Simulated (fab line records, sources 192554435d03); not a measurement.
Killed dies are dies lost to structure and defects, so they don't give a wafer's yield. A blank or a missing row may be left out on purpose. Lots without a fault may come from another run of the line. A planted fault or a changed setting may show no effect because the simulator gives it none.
fab line records | flow n5_finfet
record lots=3 wafers=9 last_day=18
route steps=1938 shown HKMG_FIN@436 GATE_CUT@465 BEOL_M4@1111 PASSIVATION@1936
lots that met no fault: from a run of the same line without faults
start_h: hours from the record's first day to the start of the lot's first wafer shown | wait_h: hours since the lot's step before | " the same as in the row above | L1.1+2: a row that stands for several wafers | - no value, or no start given | * or withheld: withheld | < > ~ a bound
route shown NAME@n: a module of which the file shows steps, and the number in the route of the first | usual: mean/standard deviation of fault-free wafers | same: alike in all rows | chamber/n: place in a boat | sites: the reading at each site | _std_site: their standard deviation | _edge_site: outer sites' mean less inner sites' | radius_mm: how far each site lies from the wafer's centre | mask NAME#n: copy n | behind: the tool/chamber that last shaped the wafer | hold: why the lot was held/for how many hours/how that ended | device: the transistor (n, p or np) that didn't switch | end of line: the same wafers' tests at the end of the route | a step without rows: its recipe alone | killed: dies lost to structure and defects at the first sort, not the wafer's yield | map: a wafer's dies, x killed, . not, _ none there
set.NAME: the setting as run; set.NAME@STEP: as run at that earlier step | model.NAME: the simulator's own value behind a step, which no gauge read
lots at some steps of the route; a table a step, a row a wafer
services: from which hour (start_h, from the record's first day; less than 0 if before it) a tool's chamber was out of use, for how many hours, and why
## steps
# step N5_HKMG_FIN_STRIP_33
# recipe chemistry=N2/H2 temp_c=40 n2_flow_sccm=200 h2_flow_sccm=200 rf_frequency_hz=6e+07
# step N5_HKMG_FIN_STRIP_34
# recipe chemistry=CF4 resist=SiARC power_w=300 bias_power_w=75 pressure_mtorr=50 cf4_flow_sccm=150 rf_frequency_hz=6e+07
# step N5_HKMG_FIN_ETCH_35
# recipe chemistry=N2/H2 target=SOC target_depth_a=2158 ion_energy_ev=65 bias_w=5 source_w=3000 time_s=243.4 pressure_mtorr=30 n2_flow_sccm=200 h2_flow_sccm=200
# step N5_HKMG_FIN_STRIP_92
# recipe chemistry=N2/H2 material=SOC time_s=20 power_w=500 temp_c=40 pressure_mtorr=50 rf_frequency_hz=6e+07 bias_power_w=8 h2_frac=0.5 n2_flow_sccm=300 h2_flow_sccm=300
# step N5_HKMG_FIN_WET_ETCH_18
# recipe chemistry=SC1 target=TiN mix=1:1:5 temp_c=* time_s=55 target_depth_nm=5.2 dry=ipa_marangoni rinse_time_s=30 rinse_temp_c=23
# step N5_HKMG_FIN_STRIP_19
# recipe chemistry=N2/H2 power_w=2500 temp_c=300 h2_frac=0.65 time_s=360 pressure_mtorr=withheld n2_flow_sccm=1750 h2_flow_sccm=3250
# step N5_HKMG_FIN_ALD_91
# recipe material=TiN target_thk_a=10 temp_c=400 ald_precursor_family=TiCl4 ald_co_reactant=NH3 pulse_time_s=1 purge_time_s=3 co_reactant_purge_time_s=2 co_reactant_pulse_time_s=2 ald_cycles=47 pressure_torr=3
# step N5_HKMG_FIN_COAT_85
# recipe resist=SOC temp_c=250 time_s=60 spin_rpm=1500 resist_thk_nm=300
# step N5_HKMG_FIN_ETCH_86
# recipe chemistry=N2/H2 target=SOC target_depth_a=3932 stop_on=TiN ion_energy_ev=100 bias_w=61 pressure_mtorr=30 source_w=850 n2_flow_sccm=200 h2_flow_sccm=200
# step N5_HKMG_FIN_STRIP_89
# recipe chemistry=N2/H2 material=SOC time_s=20 power_w=500 temp_c=40 pressure_mtorr=50 rf_frequency_hz=6e+07 bias_power_w=8 h2_frac=0.5 n2_flow_sccm=300 h2_flow_sccm=300
# step N5_HKMG_FIN_WET_ETCH_87
# recipe chemistry=SC1 target=TiN mix=1:2:40 temp_c=50 time_s=154.2 target_depth_nm=4.7 dry=ipa_marangoni rinse_time_s=30 rinse_temp_c=23
# step N5_HKMG_FIN_STRIP_88
# recipe chemistry=N2/H2 power_w=2500 temp_c=300 h2_frac=0.65 time_s=360 pressure_mtorr=withheld n2_flow_sccm=1750 h2_flow_sccm=3250
# step N5_HKMG_FIN_NWFM_ALD_20
# recipe material=TiAlC target_thk_a=20 temp_c=300 ald_precursor_family=TiCl4 ald_co_reactant=TEA pulse_time_s=3 purge_time_s=2 co_reactant_purge_time_s=2 co_reactant_pulse_time_s=10 ald_cycles=7 pressure_torr=3
# usual ald_cycles=7/0 chamber_pressure_Torr=3.000/0.0067 heater_power_w=487/59 precursor_pulse_height_rel=0.998/0.021
# columns lot.wafer tool chamber start_h wait_h ald_cycles chamber_pressure_Torr heater_power_w precursor_pulse_height_rel since_wet_clean_h model.TiAlC_of_HKMG_FIN_NWFM_ALD_20.thk_nm
L738.2 ald_metal-04 0 113.82 0.3 7 2.997 425 1.039 2854 2
L738.5 " 3 " " 7 2.997 435 0.990 - 2
L738.6 " 0 " " 7 3.002 437 0.965 - 2
L749.2 ald_metal-04 1 181.74 0.3 7 2.998 448 1.005 2922 2
L749.3 " 0 " " 7 3.011 428 0.943 2922 2
L749.5 " 3 " " 5 3.000 442 1.017 - 1.4
L755.2 ald_metal-03 0 214.65 0.3 7 3.000 451 0.960 4493 2
L755.5 " 1 " " 7 2.999 497 0.972 - 2
L755.6 " 2 " " 7 3.008 572 0.999 - 2
# step N5_HKMG_FIN_ALD_71
# recipe material=TiN target_thk_a=10 temp_c=400 ald_precursor_family=TiCl4 ald_co_reactant=NH3 pulse_time_s=1 purge_time_s=3 co_reactant_purge_time_s=2 co_reactant_pulse_time_s=2 ald_cycles=47 pressure_torr=3
# step N5_HKMG_FIN_COAT_66
# recipe resist=SOC temp_c=250 time_s=60 spin_rpm=1500 resist_thk_nm=300
# step N5_HKMG_FIN_ETCH_67
# recipe chemistry=N2/H2 target=SOC target_depth_a=3889 stop_on=TiN ion_energy_ev=100 bias_w=61 pressure_mtorr=30 source_w=850 n2_flow_sccm=200 h2_flow_sccm=200
# step N5_HKMG_FIN_STRIP_90
# recipe chemistry=N2/H2 material=SOC time_s=20 power_w=500 temp_c=40 pressure_mtorr=50 rf_frequency_hz=6e+07 bias_power_w=8 h2_frac=0.5 n2_flow_sccm=300 h2_flow_sccm=300
# step N5_HKMG_FIN_WET_ETCH_73
# recipe chemistry=SC1 mix=1:2:40 temp_c=50 time_s=42.3 target_depth_nm=1.3 dry=ipa_marangoni rinse_time_s=30 rinse_temp_c=23
# step N5_HKMG_FIN_ETCHBACK_68
# recipe chemistry=Cl2/Ar stop_on=HfO2 target_depth_a=5 pressure_mtorr=10 icp_w=600 bias_w=60 Cl2_flow_sccm=40 Ar_flow_sccm=60
# step N5_HKMG_FIN_STRIP_69
# recipe chemistry=N2/H2 power_w=2500 temp_c=300 h2_frac=0.65 time_s=360 pressure_mtorr=withheld n2_flow_sccm=1750 h2_flow_sccm=3250
# step N5_HKMG_FIN_ALD_21
# recipe material=TiN target_thk_a=15 temp_c=400 ald_precursor_family=TiCl4 ald_co_reactant=NH3 pulse_time_s=1 purge_time_s=3 co_reactant_purge_time_s=2 co_reactant_pulse_time_s=2 ald_cycles=68 pressure_torr=3
# step N5_HKMG_FIN_ALD_72
# recipe material=W target_thk_a=20 temp_c=300 pressure_torr=7.5 ald_precursor_family=WF6 ald_co_reactant=B2H6 pulse_time_s=1 purge_time_s=2 co_reactant_purge_time_s=2 co_reactant_pulse_time_s=3 ald_cycles=7
# step N5_HKMG_FIN_W_FILL_22
# recipe material=W target_thk_a=600 temp_c=400 pressure_torr=39.4 time_s=18.2
# step N5_HKMG_FIN_PRECLEAN_83
# recipe chemistry=DIW time_s=57.5 temp_c=23
# step N5_HKMG_FIN_SRD_84
# recipe dry_time_s=32 dry=n2_spin spin_rpm=1500
# step N5_HKMG_FIN_CMP_23
# recipe stop_on=SiNx t_overpolish_s=10 post_cmp_clean=rinse_only down_force_psi=4 platen_rpm=50.289 pad_velocity_m_s=1.0006 target_thk_nm=46.326
# step N5_HKMG_FIN_CMP_94
# recipe stop_on=SiNx post_cmp_clean=w_dilute_nh4oh t_overpolish_s=4.7 down_force_psi=4 platen_rpm=50.289 pad_velocity_m_s=1.0006 target_thk_nm=43.299
# step N5_GATE_CUT_ETCHBACK_00
# recipe chemistry=SF6/Cl2 target=W pressure_mtorr=8 icp_w=900 bias_w=80 SF6_flow_sccm=40 Cl2_flow_sccm=60
# step N5_GATE_CUT_ETCH_56
# recipe chemistry=Cl2/Ar target=TiN target_depth_a=216 pressure_mtorr=10 icp_w=600 bias_w=60 Cl2_flow_sccm=40 Ar_flow_sccm=60
# step N5_GATE_CUT_ETCHBACK_30
# recipe chemistry=Cl2/Ar target=TiN target_depth_a=30 mode=isotropic pressure_mtorr=10 icp_w=600 bias_w=60 Cl2_flow_sccm=40 Ar_flow_sccm=60
# step N5_GATE_CUT_VAPOR_ETCH_60
# recipe chemistry=BCl3/Cl2 target=HfO2 mode=isotropic
# step N5_GATE_CUT_ETCH_58
# recipe chemistry=CH3F/O2 target=SiNx target_depth_a=170 time_s=128.6 ion_energy_ev=50 pressure_mtorr=30 source_w=415 bias_w=21 Ar_flow_sccm=150 CH3F_flow_sccm=30 O2_flow_sccm=20
# step N5_GATE_CUT_STRIP_59
# recipe chemistry=N2/H2 time_s=20 power_w=100 temp_c=40 pressure_mtorr=100 rf_frequency_hz=6e+07 bias_power_w=3 n2_flow_sccm=300 h2_flow_sccm=300
# step N5_GATE_CUT_PRECLEAN_31
# recipe temp_c=23 chemistry=DIW time_s=300
# step N5_GATE_CUT_SRD_32
# recipe time_s=30 temp_c=23 rinse_liquid=diw dry=ipa_marangoni
# step N5_GATE_CUT_SAC_CAP_01
# recipe material=SiNx target_thk_a=240 temp_c=400 ald_precursor_family=SiH2I2 ald_co_reactant=N2/H2-plasma pulse_time_s=1 ald_cycles=480 purge_time_s=2 co_reactant_purge_time_s=2 pressure_torr=2
# step N5_GATE_CUT_PECVD_57
# recipe material=SiNx target_thk_a=210 temp_c=400 precursor=SiH4/NH3/N2 pressure_torr=1.5 rf_w=300
# step N5_GATE_CUT_CMP_02
# recipe stop_on=SiO2 t_overpolish_s=12.7 post_cmp_clean=alkaline_brush down_force_psi=2.5 platen_rpm=51.8 pad_velocity_m_s=1.0307 target_thk_nm=0
# step N5_GATE_CUT_HM_DEP_46
# recipe material=SiO2 target_thk_a=1300 temp_c=400 precursor=TEOS/O2 pressure_torr=6.5 rf_w=900 teos_flow_sccm=161.4 gas=O2 flow_sccm=2650 time_s=26.6
# step N5_BEOL_M4_RC_MEAS_101
# usual DIBL_N=36.0/2.2 DIBL_P=36.2/2.4 IOFF_N=0.16/0.035 IOFF_N_85C=3.1/0.57 IOFF_N_LIN=0.073/0.013 IOFF_N_LONG=5.49e-05/1.8e-06 IOFF_P=0.21/0.037 IOFF_P_LONG=0.000105/6.9e-06 ION_N=672/13 ION_P=461/7 SS_N=71.4/0.69 SS_P=73.2/0.75 VT_N=250/3.4 VT_N_LONG=275.3/1.9 VT_N_LVT=99/3.6 VT_P=-251/3 VT_P_LONG=-275.6/2.6 VT_P_LVT=-99.1/2.7
# columns lot.wafer tool chamber start_h wait_h DIBL_N[mV/V] DIBL_P[mV/V] IOFF_N[nA/um] IOFF_N_85C[nA/um] IOFF_N_LIN[nA/um] IOFF_N_LONG[nA/um] IOFF_P[nA/um] IOFF_P_LONG[nA/um] ION_N[uA/um] ION_P[uA/um] SS_N[mV/dec] SS_P[mV/dec] VT_N[mV] VT_N_LONG[mV] VT_N_LVT[mV] VT_P[mV] VT_P_LONG[mV] VT_P_LVT[mV]
L738.2 prober-01 0 235.24 0.2 34.4 35.1 0.12 2.5 0.062 5.21e-05 0.18 0.000103 659 460 70.6 72.7 252 275.1 102 -253 -275.7 -102.3
L738.5 " 0 " " 33.4 33.9 0.11 2.3 0.056 5.21e-05 0.16 0.000106 656 456 70.9 71.4 255 275.1 105 -252 -276.6 -105.3
L738.6 " 0 " " 34.6 34.9 0.13 2.7 0.067 5.19e-05 0.18 0.0001 675 465 70.5 72.5 251 276.8 100 -252 -275.0 -103.4
L749.2 prober-01 0 302.81 0.2 33.9 33.1 0.11 2.2 0.053 5.17e-05 0.17 0.000109 657 458 70.2 72.8 253 279.9 105 -254 -276.3 -102.9
L749.3 " 0 " " 36.3 35.1 0.14 2.8 0.065 5.16e-05 0.19 0.000109 669 457 71.1 73.5 251 278.7 102 -251 -272.7 -101.7
L749.5 " 0 " " 34.0 33.0 0.02 0.5 0.010 2.45e-05 0.26 0.000158 543 473 70.1 72.9 302 325.3 154 -240 -259.8 -90.2
L755.2 prober-01 0 341.25 0.2 38.0 36.8 0.19 3.5 0.086 5.73e-05 0.22 0.000107 691 470 71.4 73.7 244 272.6 95 -248 -273.1 -98.1
L755.5 " 0 " " 38.4 37.7 0.18 3.3 0.080 5.5e-05 0.24 0.000104 679 466 71.6 73.9 247 274.9 98 -250 -275.2 -97.4
L755.6 " 0 " " 39.5 40.4 0.24 4.2 0.105 5.56e-05 0.29 0.000109 702 484 72.3 74.4 245 274.1 91 -247 -274.3 -94.7
# step N5_PASSIVATION_PROBE_49
# usual defect_limited_yield=91.2/1.4 killed_at_M0_to_M3=34/9.4 killed_at_M4_up=14/5.6 killed_at_contacts=13/7.8 killed_at_front_end=37/10 killed_at_other=4/3.3 killed_dies=103/17 killed_on_rim=14/3.5 killed_open=68/13 killed_short=33/8.2 sort_bin_5_function=5.1/0.92 sort_bin_6_memory=3.3/0.71 sort_bin_8_speed=0.01/0.043 sort_n_pass=1077/17 sort_yield_pct=91.2/1.4
# same gross_dies=1180 killed_at_back_side=0 sort_bin_4_leakage[%]=0
# columns lot.wafer tool chamber start_h wait_h defect_limited_yield[%] killed_at_M0_to_M3 killed_at_M4_up killed_at_contacts killed_at_front_end killed_at_other killed_dies killed_on_rim killed_open killed_short sort_bin_5_function[%] sort_bin_6_memory[%] sort_bin_8_speed[%] sort_n_pass sort_yield_pct[%]
L738.2 prober-01 - 338.19 0.1 89.0 33 13 20 55 9 130 19 90 39 5.3 4.9 0 1050 89.0
L738.5 prober-01 - 338.34 0.2 92.4 35 13 7 33 2 90 14 59 28 4.2 3.3 0 1090 92.4
L738.6 prober-01 - 338.39 0.3 90.4 48 10 10 28 17 113 11 68 44 5.4 3.8 0 1067 90.4
L749.2 prober-01 - 407.94 0.1 89.7 35 13 19 51 4 122 18 77 45 6.3 3.6 0 1058 89.7
L749.3 prober-01 - 407.99 0.1 88.6 43 17 15 58 2 135 18 79 54 6.6 4.2 0 1045 88.6
L749.5 prober-01 - 408.09 0.2 90.3 30 15 24 43 2 114 11 76 38 6.1 3.5 90.34 0 0
L755.2 prober-02 - 441.06 0.2 90.8 37 18 8 45 1 109 16 75 33 4.9 4.1 0 1071 90.8
L755.5 prober-02 - 441.21 0.3 90.2 51 17 9 37 2 116 18 59 55 5.7 3.6 0 1064 90.2
L755.6 prober-02 - 441.26 0.4 91.9 43 21 11 17 4 96 13 67 26 4.2 3.6 0 1084 91.9
# killed by level:class
L738.2 STI_FIN_REVEAL:geometric_particle:open=19 MOL_CONTACT_COAG:geometric_particle:open=15 FIN_SAQP:geometric_particle:open=13 BEOL_M2:geometric_particle:open=8 FIN_SAQP:geometric_particle:short=7 BEOL_M1:geometric_particle:open=5 MOL_CONTACT_COAG:geometric_particle:short=5 BEOL_M4:geometric_particle:open=5
L738.5 BEOL_M2:geometric_particle:open=11 STI_FIN_REVEAL:geometric_particle:open=9 BEOL_M0_SAQP:geometric_particle:short=7 BEOL_M3:geometric_particle:open=7 FIN_SAQP:geometric_particle:short=6 MOL_CONTACT_COAG:geometric_particle:open=6 FIN_SAQP:geometric_particle:open=4 BEOL_M4:geometric_particle:open=4
L738.6 BEOL_M0_SAQP:geometric_particle:open=11 BEOL_M2:geometric_particle:open=11 PAD_METAL:geometric_particle:short=9 MOL_CONTACT_COAG:geometric_particle:open=7 BEOL_M4:geometric_particle:open=6 FIN_SAQP:geometric_particle:short=5 STI_FIN_REVEAL:geometric_particle:open=5 BEOL_M1:geometric_particle:open=5
L749.2 MOL_CONTACT_COAG:geometric_particle:open=14 STI_FIN_REVEAL:geometric_particle:open=14 BEOL_M3:geometric_particle:open=9 BEOL_M1:geometric_particle:open=8 STI_FIN_REVEAL:geometric_particle:short=7 FIN_SAQP:geometric_particle:short=7 BEOL_M0_SAQP:geometric_particle:open=6 BEOL_M4:geometric_particle:open=5
L749.3 FIN_SAQP:geometric_particle:short=20 BEOL_M0_SAQP:geometric_particle:short=14 FIN_SAQP:geometric_particle:open=11 MOL_CONTACT_COAG:geometric_particle:open=11 STI_FIN_REVEAL:geometric_particle:open=9 BEOL_M0_SAQP:geometric_particle:open=9 BEOL_M4:geometric_particle:open=8 BEOL_M3:geometric_particle:open=6
L749.5 MOL_CONTACT_COAG:geometric_particle:open=20 FIN_SAQP:geometric_particle:short=13 BEOL_M2:geometric_particle:open=9 FIN_SAQP:geometric_particle:open=6 DUMMY_GATE:geometric_particle:open=5 BEOL_M0_SAQP:geometric_particle:short=5 STI_FIN_REVEAL:geometric_particle:open=4 MOL_CONTACT_COAG:geometric_particle:short=4
L755.2 STI_FIN_REVEAL:geometric_particle:open=19 BEOL_M4:geometric_particle:open=10 FIN_SAQP:geometric_particle:open=6 FIN_SAQP:geometric_particle:short=6 MOL_CONTACT_COAG:geometric_particle:open=6 BEOL_M3:geometric_particle:open=6 BEOL_M1:geometric_particle:short=5 BEOL_M1:geometric_particle:open=5
L755.5 BEOL_M0_SAQP:geometric_particle:short=15 BEOL_M0_SAQP:geometric_particle:open=10 DUMMY_GATE:geometric_particle:open=10 BEOL_M4:geometric_particle:open=9 FIN_SAQP:geometric_particle:short=7 DUMMY_GATE:geometric_particle:short=7 MOL_CONTACT_COAG:geometric_particle:open=7 FIN_SAQP:geometric_particle:open=5
L755.6 BEOL_M4:geometric_particle:open=14 BEOL_M1:geometric_particle:open=12 MOL_CONTACT_COAG:geometric_particle:open=7 BEOL_M0_SAQP:geometric_particle:short=7 BEOL_M0_SAQP:geometric_particle:open=7 BEOL_M1:geometric_particle:short=6 BEOL_M2:geometric_particle:open=5 FIN_SAQP:geometric_particle:open=4
# map L749.3 (x killed, . not)
_________________...x..x.....________________
______________x..x.........x...._____________
___________.....xx..x......x.......__________
__________.xx................x......_________
________..................x..x.x.x...._______
_______...x..x.......x.x...............______
______........x........................._____
_____...x.x.......x.x.........x..........____
____x.x......x....xx......x......x.x......___
___..................x...................x.__
___...................................x....__
__.....................x......x....x....x.x._
__...........x.x..x.......x................._
_...x..........x....x..x....................x
_.....................x.........x............
_x..x....x....x.x..................x.........
_.........x.x.....x..........................
_.........x......xx.........x..x..x..........
_...x.....x.................x............x...
_x.x...x......x.....x........x........x.....x
_..............................x...........x.
__....x......x.x....xx........x.x.........x._
__......................x..x.x...........x.._
___.........x.x....x.xx......x.x....x......__
___......................x.......x.x.x.....__
____.......x....x......x..x......x........___
_____..x.....x.....xx..x...x.........x...____
______.....x.......................x...._____
_______x......xx...xx..................______
________...................x.........._______
__________.....x.....x..x..........._________
___________x..x............x.......__________
______________...x.........x...._____________
_________________...........x________________
# map L738.2 (x killed, . not)
_________________.x...x..x.x.________________
______________..x.....x...x...x._____________
___________x........x......x.......__________
__________...x......................_________
________....................x.......x._______
_______.........x...x.....x............______
______x..x.....x.x.............x........_____
_____.x..........x..........x............____
____x.....x........x.......x....x.........___
___x..........................x......x.....__
___..x..x..............x.................x.__
__..............x.........................x._
__.....x........x.....x.x...............x..._
_......x......x......x..x...x.............x..
_......x......x....x.............x.......x...
_.................x.x.xx.........x.......x..x
_...x..........x......xx..x..........x...x...
_...................x.x..x........xx.........
_....x.......x....x............x..xx.........
_............x....x...................x......
_x....................x....x......x.x...x....
__..x....x..................xx............x._
__.x........x..................x............_
___.................x..x........x..........__
___...x...................x............x...__
____......x............x.........x........___
_____.............x.....x.......x.x......____
______..xx..........x...x..x............_____
_______x......x........................______
________...x.............x......x.x..._______
__________....x...x................._________
___________.........x..xx.x...x....__________
______________................x._____________
_________________x...........________________
## services
# columns tool chamber start_h hours kind
ald_metal-04 - 119.93 0.2 repair
ald_metal-04 1 132.88 8.0 repair
ald_metal-03 - 141.03 0.8 repair
ald_metal-04 - 206.18 28.1 pm
## key
first_sign step=N5_HKMG_FIN_NWFM_ALD_20 reading=ald_cycles direction=down sigmas=99+ usual=* struck=*
effect step=N5_BEOL_M4_RC_MEAS_101 reading=VT_N_LONG direction=up sigmas=27 usual=275.3 struck=325.3
effect step=N5_BEOL_M4_RC_MEAS_101 reading=IOFF_N_LONG direction=down sigmas=17 usual=5.49e-05 struck=2.45e-05
effect step=N5_BEOL_M4_RC_MEAS_101 reading=VT_N_LVT direction=up sigmas=15 usual=99 struck=154
effect step=N5_BEOL_M4_RC_MEAS_101 reading=VT_N direction=up sigmas=15 usual=250 struck=302
effect step=N5_BEOL_M4_RC_MEAS_101 reading=ION_N direction=down sigmas=10 usual=672 struck=543
effect step=N5_BEOL_M4_RC_MEAS_101 reading=IOFF_P_LONG direction=up sigmas=7.7 usual=0.000105 struck=0.000158
effect step=N5_BEOL_M4_RC_MEAS_101 reading=VT_P_LONG direction=up sigmas=6.1 usual=-275.6 struck=-259.8
effect step=N5_BEOL_M4_RC_MEAS_101 reading=IOFF_N_LIN direction=down sigmas=4.8 usual=0.073 struck=0.010
effect step=N5_BEOL_M4_RC_MEAS_101 reading=IOFF_N_85C direction=down sigmas=4.4 usual=3.1 struck=0.5
effect step=N5_BEOL_M4_RC_MEAS_101 reading=IOFF_N direction=down sigmas=3.9 usual=0.16 struck=0.02
effect step=N5_BEOL_M4_RC_MEAS_101 reading=VT_P direction=up sigmas=3.6 usual=-251 struck=-240
effect step=N5_BEOL_M4_RC_MEAS_101 reading=VT_P_LVT direction=up sigmas=3.3 usual=-99.1 struck=-90.2
effect step=N5_PASSIVATION_PROBE_49 reading=sort_bin_8_speed direction=up sigmas=99+ usual=0.01 struck=90.34
model_effect step=N5_HKMG_FIN_NWFM_ALD_20 value=TiAlC_of_HKMG_FIN_NWFM_ALD_20.thk_nm without=2 struck=1.4
met_at N5_HKMG_FIN_NWFM_ALD_20
struck_wafers L749.5
onset_between 113.82 181.74
fault kind=process_parameter_drift tool=ald_metal-04 chamber=3 onset_h=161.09 steps=N5_HKMG_FIN_NWFM_ALD_20 channel=ald_cycles offset=* shape=step end_h=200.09 acts_in=* stated=*
